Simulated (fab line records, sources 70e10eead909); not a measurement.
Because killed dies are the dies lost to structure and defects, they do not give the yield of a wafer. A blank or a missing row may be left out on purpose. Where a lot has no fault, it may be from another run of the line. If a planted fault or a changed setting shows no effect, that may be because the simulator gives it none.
fab line records | flow nandHarc | part 1 of 2: steps 1 to 4 of 6
[record] lots = 23 wafers = 69 lastDay = 24
route steps=1159 shown A_CHANNEL_FILL_D1@495 A_STAIRCASE@548
lots untouched by any fault: they come from a run of this same line in which no faults occurred
startH: start of the lot's first displayed wafer, in hours after the record's first day | waitH: hours since the lot's step before | " identical to the entry in the row above | L1.1+2: several wafers, shown together as one row | - no value, or no start given | * or withheld: withheld | < > ~ a bound
route shown NAME@n: NAME is a module with steps in the file, n the number in the route of the first one | usual: mean/standard deviation of fault-free wafers | same: alike in all rows | chamber/n: place in a boat | sites: per-site readings | _std_site: the standard deviation of these | _edge_site: inner sites' mean taken away from outer sites' mean | radiusMm: how far each site lies from the wafer's centre | mask NAME#n: copy n | behind: tool/chamber where the wafer was last shaped | hold: why the lot was held/for how many hours/how that ended | device: which transistor (n, p or np) failed to switch | end of line: the route-end tests of the same wafers | step lacking rows: just its recipe | killed: not the wafer's yield, but the dies lost to structure and defects at the first sort | map: shows each die of a wafer: x if killed, . if not, _ if none is there
set.NAME: the run value of the setting; set.NAME@STEP: its run value at that earlier step | model.NAME: the simulator's own value behind a step, which no gauge read
route steps across a sampled set of lots; one table per step, one row per wafer
services: the hour from which a tool's chamber was out of use, counted from the record's first day as startH (under 0 if before that day), plus the number of hours and why
[[steps]]
[step NHARC_A_CHANNEL_FILL_D1_ALD_15]
[recipe] targetThkA = 20 pulseTimeS = 60 aldCycles = 19 tempC = 630 pressureTorr = 2 material = SiNx
[usual] precursorPulseHeightRel = 0.999/0.019
// columns lot.wafer tool chamber startH waitH precursorPulseHeightRel
L074.2 aldSinBatch-01 0 - - 0.997
L074.4 " 0 " " 1.010
L074.6 " 0 " " 1.003
L076.4 aldSinBatch-01 0 - - 0.996
L076.5 " 0 " " 1.002
L076.6 " 0 " " 0.974
L075.1 aldSinBatch-01 0 - - 0.979
L075.2 " 0 " " 1.028
L075.6 " 0 " " 1.039
L077.1 aldSinBatch-02 0 - - 1.008
L077.3 " 0 " " 0.993
L077.5 " 0 " " 1.033
L078.2 aldSinBatch-02 0 - - 1.006
L078.4 " 0 " " 0.987
L078.5 " 0 " " 1.008
L079.4 aldSinBatch-02 0 - - 1.015
L079.5 " 0 " " 1.003
L079.6 " 0 " " 0.995
L080.4 aldSinBatch-02 0 - - 0.989
L080.5 " 0 " " 1.001
L080.6 " 0 " " 0.985
L081.1 aldSinBatch-03 0 - - 0.994
L081.3 " 0 " " 1.044
L081.6 " 0 " " 0.999
L082.1 aldSinBatch-03 0 - - 1.019
L082.2 " 0 " " 1.003
L082.4 " 0 " " 1.001
L083.1 aldSinBatch-01 0 - - 0.982
L083.2 " 0 " " 1.012
L083.3 " 0 " " 1.001
L084.1 aldSinBatch-01 0 - - 0.994
L084.2 " 0 " " 0.985
L084.3 " 0 " " 0.979
L085.1 aldSinBatch-01 0 - - 0.993
L085.2 " 0 " " 1.060
L085.5 " 0 " " 0.972
L086.3 aldSinBatch-03 0 - - 0.979
L086.4 " 0 " " 0.978
L086.5 " 0 " " 1.031
L087.1 aldSinBatch-03 0 - - 1.015
L087.2 " 0 " " 1.032
L087.6 " 0 " " 0.984
L089.1 aldSinBatch-03 0 - - 0.982
L089.4 " 0 " " 1.000
L089.5 " 0 " " 1.023
L090.1 aldSinBatch-03 0 - - 1.023
L090.5 " 0 " " 0.985
L090.6 " 0 " " 1.031
L088.1 aldSinBatch-02 0 - - 1.001
L088.5 " 0 " " 1.018
L088.6 " 0 " " 0.994
L091.1 aldSinBatch-02 0 - - 1.020
L091.4 " 0 " " 0.979
L091.5 " 0 " " 0.983
L092.1 aldSinBatch-02 0 - - 0.962
L092.3 " 0 " " 0.992
L092.5 " 0 " " 0.990
L093.2 aldSinBatch-02 0 - - 0.992
L093.3 " 0 " " 0.981
L093.6 " 0 " " 1.003
L094.2 aldSinBatch-02 0 - - 1.027
L094.4 " 0 " " 1.022
L094.5 " 0 " " 0.983
L096.2 aldSinBatch-02 0 - - 0.990
L096.4 " 0 " " 0.978
L096.5 " 0 " " 0.986
L097.1 aldSinBatch-02 0 - - 1.011
L097.2 " 0 " " 1.000
L097.3 " 0 " " 1.011
[step NHARC_A_STAIRCASE_TRIM_12]
[recipe] timeS = 211.2 o2FlowSccm = 500 arFlowSccm = 0 biasW = 0 chemistry = O2
[usual] drypumpMotorCurrentA = 5.7/0.43 oesProductAu = 1.003/0.0098 rfVppV = 57.7/0.81 showerheadPlenumPTorr = 3.56/0.11 throttleValvePct = 17.037/0.01
[same] timeS = 211.2
// columns lot.wafer tool chamber startH waitH drypumpMotorCurrentA oesProductAu rfHoursCounterH rfVppV showerheadPlenumPTorr throttleValvePct
L074.4 rieDiel-04 3 236.01 0.1 6.1 1.024 43 58.0 3.52 17.030
L074.2 " 0 " " 5.8 1.002 42 58.4 3.66 17.006
L074.6 " 0 " " 5.8 1.006 - 59.1 3.66 17.024
L076.4 rieDiel-11 0 236.22 0.1 6.0 1.001 11 57.3 3.53 17.040
L076.5 " 1 " " 5.4 1.013 - 58.0 3.37 17.022
L076.6 " 2 " " 6.0 1.008 - 57.0 3.64 17.026
L075.1 rieDiel-11 1 247.12 0.2 5.3 0.997 17 57.4 3.36 17.021
L075.2 " 3 " " 5.0 0.984 17 58.3 3.50 17.041
L075.6 " 0 " " 6.0 1.011 - 58.1 3.53 17.052
L078.4 rieDiel-04 3 255.94 0.1 6.1 1.008 51 56.4 3.51 17.052
L078.2 " 1 " " 5.2 0.989 50 58.6 3.69 17.039
L078.5 " 0 " " 5.8 0.984 - 58.7 3.65 17.044
L077.3 rieDiel-11 2 256.13 0.4 6.0 0.996 19 58.4 3.64 17.027
L077.1 " 3 " " 5.0 0.993 19 58.5 3.50 17.029
L077.5 " 1 " " 5.4 0.998 - 57.7 3.36 17.040
L079.4 rieDiel-04 3 264.37 0.1 6.0 1.003 55 57.5 3.51 17.036
L079.5 " 2 " " 5.6 1.004 - 56.9 3.68 17.055
L079.6 " 3 " " 6.1 1.016 - 58.6 3.51 17.044
L080.4 rieDiel-04 2 268.53 0.1 5.7 1.012 54 59.2 3.68 17.022
L080.5 " 1 " " 5.2 0.990 - 58.3 3.68 17.039
L080.6 " 2 " " 5.6 1.006 - 56.6 3.67 17.041
L082.4 rieDiel-11 0 276.06 0.1 6.0 1.008 30 56.7 3.52 17.041
L082.2 " 2 " " 6.0 1.005 27 58.2 3.63 17.038
L082.1 " 3 " " 5.0 1.000 27 56.7 3.49 17.037
L081.3 rieDiel-04 1 276.35 0.1 5.2 1.004 59 56.7 3.68 17.053
L081.1 " 2 " " 5.7 1.021 56 57.2 3.67 17.047
L081.6 " 2 " " 5.6 1.015 - 58.2 3.67 17.040
L084.2 rieDiel-04 0 288.10 0.1 5.8 0.998 65 57.0 3.65 17.033
L084.1 " 2 " " 5.6 1.007 60 58.8 3.67 17.040
L084.3 " 3 " " 6.1 1.013 64 57.8 3.50 17.026
L083.1 rieDiel-09 0 291.85 0.1 5.5 1.004 10 57.9 3.69 17.029
L083.2 " 2 " " 5.4 1.002 9 57.1 3.56 17.046
L083.3 " 3 " " 5.7 1.003 9 57.0 3.41 17.025
L085.1 rieDiel-11 2 302.80 0.2 6.0 1.014 39 56.7 3.62 17.044
L085.2 " 3 " " 5.0 0.994 40 59.1 3.49 17.031
L085.5 " 2 " " 6.0 1.002 - 59.2 3.63 17.037
L086.3 rieDiel-09 3 306.19 0.1 5.7 1.013 16 56.6 3.41 17.030
L086.4 " 2 " " 5.4 1.012 14 58.6 3.56 17.040
L086.5 " 0 " " 5.5 1.019 - 57.2 3.69 17.050
L087.1 rieDiel-09 3 307.00 0.2 5.7 1.003 16 56.6 3.41 17.035
L087.2 " 0 " " 5.5 1.009 18 57.3 3.69 17.042
L087.6 " 1 " " 6.8 0.978 - 58.1 3.68 17.046
L089.4 rieDiel-11 1 327.72 0.2 5.3 1.015 47 57.8 3.35 17.031
L089.1 " 2 " " 6.0 1.006 46 58.4 3.62 17.043
L089.5 " 0 " " 6.0 1.006 - 59.0 3.51 17.030
L090.1 rieDiel-11 3 327.94 0.1 5.0 1.004 46 55.0 3.48 17.022
L090.6 " 2 " " 6.0 0.999 - 58.1 3.62 17.045
L090.5 " 3 " " 5.0 1.001 - 58.3 3.48 17.047
L088.1 rieDiel-09 0 328.22 0.1 5.5 1.015 26 58.6 3.69 17.039
L088.6 " 2 " " 5.4 1.002 - 57.8 3.55 17.043
L088.5 " 3 " " 5.8 1.008 - 57.5 3.41 17.046
L091.4 rieDiel-09 1 342.33 0.1 6.8 0.985 28 58.3 3.68 17.065
L091.1 " 2 " " 5.4 0.987 26 58.6 3.55 17.032
L091.5 " 1 " " 6.7 0.993 - 57.4 3.68 17.031
L092.1 rieDiel-11 3 342.76 0.1 5.0 1.003 54 56.2 3.48 17.049
L092.3 " 2 " " 6.0 0.989 53 57.9 3.62 17.052
L092.5 " 0 " " 6.0 1.004 - 57.4 3.51 17.042
L094.2 rieDiel-11 3 354.75 0.1 5.0 0.996 58 58.1 3.48 17.032
L094.4 " 2 " " 6.0 0.993 - 57.1 3.62 17.036
L094.5 " 3 " " 5.0 0.978 - 57.3 3.48 17.037
L093.2 rieDiel-04 3 355.04 0.1 6.1 1.002 20 58.2 3.49 17.035
L093.3 " 1 " " 5.2 1.005 19 58.1 3.67 17.032
L093.6 " 2 " " 5.6 1.013 - 58.2 3.66 17.049
L096.2 rieDiel-04 0 360.47 0.1 5.7 0.999 21 58.1 3.63 17.029
L096.4 " 2 " " 5.6 1.012 23 57.8 3.66 17.035
L096.5 " 1 " " 5.2 0.997 - 58.1 3.67 17.036
L097.1 rieDiel-11 1 362.63 1.5 5.3 1.017 56 56.7 3.34 17.044
L097.3 " 2 " " 6.0 1.011 60 57.8 3.61 17.027
L097.2 " 0 " " 6.0 1.014 62 56.2 3.50 17.031
[step NHARC_A_STAIRCASE_TRIM_16]
[recipe] timeS = 211.2 o2FlowSccm = 500 arFlowSccm = 0 biasW = 0 chemistry = O2
[usual] drypumpMotorCurrentA = 5.7/0.44 oesProductAu = 1.003/0.01 rfVppV = 57.9/0.84 showerheadPlenumPTorr = 3.56/0.11 throttleValvePct = 17.037/0.0088
[same] timeS = 211.2
// columns lot.wafer tool chamber startH waitH drypumpMotorCurrentA oesProductAu rfHoursCounterH rfVppV showerheadPlenumPTorr throttleValvePct
L074.2 rieDiel-04 0 - - 5.8 1.009 42 58.1 3.66 17.033
L074.4 " 2 " " 5.6 1.015 39 57.6 3.68 17.044
L074.6 " 1 " " 5.2 0.996 - 58.9 3.69 17.030
L076.4 rieDiel-11 0 - - 6.0 1.008 12 58.4 3.53 17.042
L076.6 " 3 " " 5.0 0.989 - 58.3 3.50 17.045
L076.5 " 0 " " 6.0 1.003 - 58.1 3.53 17.045
L075.1 rieDiel-11 2 - - 6.0 1.022 17 57.5 3.64 17.043
L075.2 " 3 " " 5.0 1.003 17 58.4 3.50 17.041
L075.6 " 3 " " 5.0 0.992 - 56.7 3.50 17.026
L078.2 rieDiel-04 2 - - 5.6 1.022 49 57.4 3.68 17.026
L078.4 " 3 " " 6.1 1.022 52 58.4 3.51 17.025
L078.5 " 3 " " 6.1 1.025 - 58.3 3.51 17.027
L077.1 rieDiel-11 1 - - 5.4 1.005 20 58.1 3.36 17.041
L077.3 " 2 " " 6.0 1.002 20 58.4 3.64 17.050
L077.5 " 1 " " 5.4 1.002 - 58.1 3.36 17.027
L079.4 rieDiel-04 3 - - 6.1 1.005 58 58.2 3.51 17.052
L079.5 " 1 " " 5.2 1.000 - 58.2 3.68 17.031
L079.6 " 2 " " 5.6 1.011 - 58.3 3.68 17.020
L080.4 rieDiel-04 0 - - 5.8 1.009 58 57.6 3.65 17.027
L080.6 " 0 " " 5.8 0.990 - 57.5 3.65 17.027
L080.5 " 1 " " 5.2 1.005 - 58.5 3.68 17.036
L082.1 rieDiel-11 2 - - 6.0 1.000 27 56.5 3.63 17.035
L082.2 " 3 " " 5.0 1.008 27 57.4 3.49 17.035
L082.4 " 0 " " 6.0 1.009 30 56.4 3.52 17.041
L081.3 rieDiel-04 2 - - 5.6 1.014 57 58.7 3.67 17.038
L081.1 " 3 " " 6.1 1.010 60 56.6 3.51 17.040
L081.6 " 3 " " 6.0 1.012 - 57.4 3.51 17.044
L084.3 rieDiel-04 3 - - 6.0 1.025 64 56.6 3.50 17.024
L084.2 " 0 " " 5.8 1.012 65 58.4 3.65 17.027
L084.1 " 2 " " 5.6 1.012 60 59.1 3.67 17.048
L083.3 rieDiel-09 0 - - 5.5 1.017 13 57.9 3.69 17.035
L083.1 " 1 " " 6.7 0.978 12 59.0 3.69 17.054
L083.2 " 2 " " 5.4 1.000 11 58.1 3.56 17.036
L085.1 rieDiel-11 0 - - 6.0 1.000 41 58.0 3.52 17.039
L085.2 " 2 " " 6.0 0.997 40 57.7 3.62 17.036
L085.5 " 0 " " 6.0 1.007 - 57.1 3.52 17.027
L086.4 rieDiel-09 0 - - 5.5 1.017 17 57.7 3.69 17.033
L086.3 " 1 " " 6.7 0.976 15 59.4 3.68 17.034
L086.5 " 1 " " 6.7 0.984 - 59.9 3.68 17.021
L087.2 rieDiel-09 3 - - 5.8 0.992 17 56.6 3.41 17.037
L087.1 " 0 " " 5.5 1.008 18 58.3 3.69 17.031
L087.6 " 1 " " 6.8 0.970 - 58.0 3.68 17.035
L089.4 rieDiel-11 0 - - 6.0 1.002 47 55.7 3.51 17.038
L089.1 " 1 " " 5.4 0.991 47 56.8 3.35 17.044
L089.5 " 2 " " 6.0 0.994 - 56.6 3.62 17.025
L090.1 rieDiel-11 2 - - 6.0 0.986 47 59.4 3.62 17.039
L090.5 " 0 " " 6.0 1.006 - 57.0 3.51 17.035
L090.6 " 1 " " 5.3 0.998 - 57.6 3.35 17.038
L088.1 rieDiel-09 0 - - 5.5 1.007 27 59.1 3.69 17.022
L088.5 " 2 " " 5.4 0.989 - 57.4 3.55 17.016
L088.6 " 3 " " 5.7 0.997 - 58.2 3.41 17.020
L091.1 rieDiel-09 3 - - 5.7 1.006 28 58.0 3.40 17.053
L091.4 " 0 " " 5.5 1.007 30 59.0 3.68 17.035
L091.5 " 1 " " 6.7 0.988 - 57.7 3.68 17.036
L092.3 rieDiel-11 0 - - 6.0 0.998 54 57.7 3.51 17.028
L092.1 " 1 " " 5.4 1.015 53 55.7 3.35 17.037
L092.5 " 3 " " 5.0 1.008 - 58.5 3.48 17.046
L094.2 rieDiel-11 2 - - 6.0 1.007 57 57.4 3.62 17.043
L094.4 " 2 " " 6.0 1.006 - 57.7 3.62 17.034
L094.5 " 3 " " 5.0 0.996 - 58.3 3.48 17.035
L093.3 rieDiel-04 0 - - 5.8 0.999 20 58.1 3.63 17.035
L093.2 " 1 " " 5.2 1.011 19 58.2 3.67 17.043
L093.6 " 0 " " 5.8 0.994 - 58.1 3.63 17.046
L096.4 rieDiel-04 3 - - 6.0 1.003 21 58.1 3.49 17.043
L096.2 " 1 " " 5.2 1.015 21 59.3 3.67 17.049
L096.5 " 3 " " 6.1 1.005 - 57.7 3.49 17.045
L097.1 rieDiel-11 3 - - 5.0 1.008 63 57.5 3.47 17.037
L097.3 " 0 " " 6.0 1.009 62 57.0 3.50 17.044
L097.2 " 1 " " 5.3 1.020 56 56.3 3.34 17.035
[step NHARC_A_STAIRCASE_TRIM_20]
[recipe] timeS = 211.2 o2FlowSccm = 500 arFlowSccm = 0 biasW = 0 chemistry = O2
[usual] drypumpMotorCurrentA = 5.7/0.42 oesProductAu = 1.004/0.009 rfVppV = 57.8/0.96 showerheadPlenumPTorr = 3.56/0.11 throttleValvePct = 17.034/0.0094
[same] timeS = 211.2
// columns lot.wafer tool chamber startH waitH drypumpMotorCurrentA oesProductAu rfHoursCounterH rfVppV showerheadPlenumPTorr throttleValvePct
L074.2 rieDiel-04 2 237.07 0.1 5.6 1.013 39 58.4 3.68 17.030
L074.4 " 3 " " 6.1 1.022 43 58.5 3.52 17.030
L074.6 " 2 " " 5.6 1.003 - 58.2 3.68 17.042
L076.4 rieDiel-11 2 237.43 0.1 6.0 1.001 12 58.2 3.64 17.036
L076.6 " 3 " " 5.0 0.992 - 57.3 3.50 17.042
L076.5 " 0 " " 6.0 0.999 - 57.2 3.53 17.040
L075.2 rieDiel-09 0 248.15 0.1 5.5 1.005 59 56.4 3.70 17.063
L075.1 " 2 " " 5.4 1.005 63 57.2 3.57 17.029
L075.6 " 0 " " 5.5 1.005 - 59.0 3.70 17.050
L078.2 rieDiel-04 3 257.16 0.1 6.1 1.007 52 57.2 3.51 17.039
L078.4 " 0 " " 5.7 0.996 52 57.1 3.65 17.042
L078.5 " 2 " " 5.6 1.011 - 58.6 3.68 17.041
L077.1 rieDiel-11 1 257.23 0.1 5.3 1.002 20 56.0 3.36 17.026
L077.3 " 2 " " 6.0 1.002 20 57.3 3.64 17.037
L077.5 " 1 " " 5.3 1.002 - 56.2 3.36 17.041
L079.4 rieDiel-11 3 268.86 0.1 5.0 0.987 25 59.4 3.50 17.033
L079.5 " 0 " " 6.0 1.009 - 58.9 3.52 17.041
L079.6 " 1 " " 5.3 1.009 - 57.6 3.36 17.034
L080.4 rieDiel-04 2 269.67 0.1 5.6 1.011 54 57.1 3.67 17.048
L080.5 " 2 " " 5.6 1.020 - 58.8 3.67 17.017
L080.6 " 3 " " 6.1 1.008 - 56.6 3.51 17.041
L082.4 rieDiel-04 0 277.32 0.1 5.8 1.005 61 59.4 3.65 17.026
L082.1 " 1 " " 5.2 1.000 60 58.3 3.68 17.047
L082.2 " 2 " " 5.6 1.027 57 57.1 3.67 17.034
L081.1 rieDiel-09 3 277.66 0.1 5.7 1.010 6 57.9 3.42 17.037
L081.3 " 2 " " 5.4 1.008 6 57.4 3.56 17.051
L081.6 " 0 " " 5.5 1.006 - 59.2 3.70 17.036
L084.2 rieDiel-09 3 289.30 0.1 5.7 1.004 8 57.0 3.41 17.050
L084.1 " 0 " " 5.5 1.015 10 58.5 3.70 17.028
L084.3 " 1 " " 6.8 0.969 10 57.6 3.69 17.036
L083.3 rieDiel-11 1 295.12 0.1 5.3 1.012 35 57.5 3.36 17.021
L083.1 " 3 " " 5.0 0.998 35 56.8 3.49 17.054
L083.2 " 0 " " 6.0 1.008 38 58.1 3.52 17.029
L085.1 rieDiel-04 2 303.89 0.1 5.7 1.011 3 58.3 3.67 17.026
L085.2 " 3 " " 6.0 1.005 3 57.9 3.50 17.019
L085.5 " 1 " " 5.2 1.008 - 58.6 3.68 17.024
L086.3 rieDiel-11 1 307.28 0.1 5.3 1.000 41 56.2 3.35 17.045
L086.5 " 3 " " 5.1 1.006 - 56.9 3.49 17.038
L086.4 " 1 " " 5.3 0.999 - 57.2 3.35 17.029
L087.1 rieDiel-04 3 308.19 0.1 6.1 0.996 4 57.7 3.50 17.044
L087.2 " 2 " " 5.6 1.005 4 56.8 3.67 17.038
L087.6 " 0 " " 5.8 1.007 - 57.3 3.64 17.043
L089.1 rieDiel-04 3 328.90 0.1 6.0 0.998 10 56.4 3.50 17.035
L089.4 " 0 " " 5.8 1.015 11 57.5 3.64 17.046
L089.5 " 2 " " 5.6 1.011 - 58.1 3.66 17.036
L090.1 rieDiel-11 0 329.06 0.1 6.0 1.015 48 57.7 3.51 17.036
L090.6 " 0 " " 6.0 1.013 - 56.3 3.51 17.034
L090.5 " 1 " " 5.4 1.013 - 58.9 3.35 17.044
L088.1 rieDiel-09 1 329.63 0.1 6.7 0.983 25 58.7 3.68 17.034
L088.5 " 0 " " 5.5 1.006 - 57.3 3.69 17.023
L088.6 " 1 " " 6.7 0.980 - 58.5 3.68 17.034
L091.4 rieDiel-11 0 343.38 0.1 6.0 1.003 54 56.4 3.51 17.037
L091.1 " 1 " " 5.3 1.010 53 55.9 3.35 17.039
L091.5 " 0 " " 6.0 1.013 - 60.1 3.51 17.033
L092.1 rieDiel-09 2 343.95 0.1 5.4 0.992 27 57.0 3.55 17.032
L092.3 " 0 " " 5.5 0.999 30 59.4 3.68 17.048
L092.5 " 1 " " 6.7 0.986 - 58.2 3.68 17.035
L094.2 rieDiel-09 2 355.90 0.1 5.4 1.003 30 55.9 3.55 17.023
L094.4 " 3 " " 5.8 0.993 32 57.2 3.40 17.045
L094.5 " 2 " " 5.4 1.002 - 58.1 3.55 17.032
L093.2 rieDiel-11 0 356.09 0.1 6.0 1.004 58 59.0 3.51 17.034
L093.3 " 3 " " 5.0 1.005 58 57.4 3.48 17.051
L093.6 " 2 " " 6.1 1.000 - 58.0 3.62 17.031
L096.4 rieDiel-04 1 362.98 0.1 5.2 0.992 22 58.4 3.67 17.022
L096.2 " 3 " " 6.1 0.985 24 58.9 3.49 17.030
L096.5 " 1 " " 5.2 0.999 - 58.4 3.67 17.045
L097.1 rieDiel-04 1 364.04 0.1 5.2 1.014 23 57.7 3.67 17.034
L097.3 " 2 " " 5.6 1.016 26 59.9 3.66 17.037
L097.2 " 3 " " 6.1 0.996 24 57.4 3.49 17.040
